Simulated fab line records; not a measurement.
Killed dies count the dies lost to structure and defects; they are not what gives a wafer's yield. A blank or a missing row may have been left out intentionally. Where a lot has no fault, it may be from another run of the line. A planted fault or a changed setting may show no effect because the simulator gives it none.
A struck lot beside a sound one / flow nand_harc / 15 steps out of a route of 1159
Sound: wafers L990.2, L990.3, L990.5. The struck wafers were L986.2, L986.4, L986.6. The cause is given at the end.
Order at every step that has rows: each side's tool, ch and its chambers, its first start. Under that, the readings that differ: sound wafers / struck wafers / difference of the means / sigmas: that difference in standard deviations of wafers without a fault.
alike: readings with means less than 2 such deviations apart, plus words and numbers identical on both sides. not compared: withheld readings, readings lacking a value on some wafer, bounds such as >300 that could conceal the same value, and numbers that have no deviation in the record and whose values overlap.
The two part at a step that has a row with sigmas, a row that says differs or no value, or rows on one side only. When numbers do not overlap yet have no deviation, they are printed without sigmas and do not part them. Lack of a reading on every wafer of one side parts them only where that side has two or more wafers.

first, 4 steps without rows for these wafers: NHARC_P_GATE_EBR_07; NHARC_P_GATE_EXPOSE_08 (exposes mask P HV); NHARC_P_GATE_PEB_09 (peb time 85 s); NHARC_P_GATE_DEVELOP_10 (time 70 s).
NHARC_P_GATE_CD_MEAS_11: the cd target is 1640 nm.
  sound on cd_sem-02 ch 0, day 8 19:56; struck on cd_sem-03 ch 0, day 7 20:03
  alike: cd_nm
then, 1 step without rows for these wafers: NHARC_P_GATE_HARDBAKE_12 (time 80 s).
NHARC_P_GATE_DESCUM_13: chemistry O2, time 3 s.
  sound on rie_diel-11 ch 1,2, day 8 20:06; struck on rie_diel-05 ch 0,1,3, day 7 20:14
  alike: drypump_motor_current_A, oes_product_au, rf_vpp_V, showerhead_plenum_p_Torr, throttle_valve_pct
  not compared: rf_hours_counter_h
then, 5 steps without rows for these wafers: NHARC_P_GATE_ETCH_14 (etches SiO2 in dHF, target depth 48.8 nm); NHARC_P_GATE_STRIP_15 (strips in SPM, time 780 s); NHARC_P_GATE_PRECLEAN_71 (cleans in SC1); NHARC_P_GATE_SRD_72; NHARC_P_GATE_OXIDE_16 (material SiO2, target thk 3 nm, ox time 392 s).
NHARC_P_GATE_CVD_17: deposits poly-Si, target thk 150 nm, time 900 s.
  sound on lpcvd_poly-01 ch 0, day 9 05:20; struck on lpcvd_poly-01, day 8 05:50
  no value came back on the struck wafers for run_length_s (s), spike_tc_bottom_C (C), zone_power_bottom_pct (%); on the sound wafers run_length_s (s) reads 901.6 901.6 901.6
NHARC_P_GATE_HM_DEP_102: deposits aC, target thk 120 nm.
  sound on acl_dep-01 ch 0, day 9 08:04; struck on acl_dep-01 ch 0, day 8 13:15
  alike: throttle_valve_pct
-- the record jumps here: 15 days lie between the struck wafers' starts before and after (it left off in module P_GATE and takes up again in module END, whose first step shown is number 1159 of the route) --
NHARC_END_SORT_01:
  at this point the record logs the struck wafers (prober-02 ch 0, day 23 11:08) and has no rows for the sound ones

## WHERE THEY PART
At NHARC_P_GATE_CVD_17 first; at NHARC_END_SORT_01 last (within this record only).

WHY: what the simulator had put in
Step skipped in full: lpcvd_poly-01, at NHARC_P_GATE_CVD_17, from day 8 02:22 onward. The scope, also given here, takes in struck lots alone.
